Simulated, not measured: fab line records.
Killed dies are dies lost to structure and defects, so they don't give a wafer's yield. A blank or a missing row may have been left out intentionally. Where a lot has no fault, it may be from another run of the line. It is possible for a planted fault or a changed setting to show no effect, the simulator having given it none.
Chamber matching | flow nand_harc | NHARC_A_CHANNEL_HOLE_D1_ETCH_44 on rie_diel-12 has 4 sister chambers
The step etches the open film in CF4/O2, target depth 140 nm, overetch 14 nm, time 77 s. 8 wafers are shown with their chamber, then 8 later ones without.

## WAFERS PAIRED WITH THEIR CHAMBERS
wafer  | chamber | drypump_motor_current_A (A) | rf_vpp_V (V)
L081.5 | 0       | 5.55                        | 199.1
L084.5 | 2       | 6.17                        | 198.3
L087.3 | 3       | 5.60                        | 198.0
L087.5 | 0       | 5.49                        | 198.2
L086.1 | 3       | 5.57                        | 198.7
L086.2 | 2       | 6.18                        | 197.8
L086.6 | 1       | 6.19                        | 196.0
L094.2 | 1       | 6.21                        | 195.6

## WAFERS WITHOUT THEIR CHAMBER
wafer  | drypump_motor_current_A (A) | rf_vpp_V (V)
L094.4 | 5.56                        | 199.6
L094.5 | 5.56                        | 199.3
L093.1 | 5.60                        | 197.3
L093.3 | 6.12                        | 197.9
L093.6 | 5.55                        | 198.6
L096.1 | 5.53                        | 199.8
L096.2 | 5.55                        | 197.9
L096.6 | 5.55                        | 198.5

## CHAMBER TAKEN BY EACH
wafer  | from the rows above     | in truth
L094.4 | can't be placed: 0 or 3 | 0
L094.5 | can't be placed: 0 or 3 | 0
L093.1 | can't be placed: 3 or 0 | 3
L093.3 | 2                       | 2
L093.6 | can't be placed: 0 or 3 | 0
L096.1 | can't be placed: 0 or 3 | 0
L096.2 | can't be placed: 3 or 0 | 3
L096.6 | can't be placed: 0 or 3 | 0
Placed correctly: 1 of 8. Cannot be placed on the basis of these rows: 7; the candidates contain the true chamber in 7. Placed wrongly: 0.
How it was worked out, from the rows above alone: a wafer's distance from a chamber is the root of the sum, over the readings, of the square of ((its reading less the chamber's mean) divided by the reading's scatter). If the next closest chamber is less than 2 further off than the closest, the wafer can't be placed; otherwise it belongs to the closest. The mean given for a chamber averages the wafers shown for that chamber. How the scatter is found: for the shown wafers, subtract from each reading the mean of its chamber, square and add these, divide the total by (wafers less chambers), then take the root.
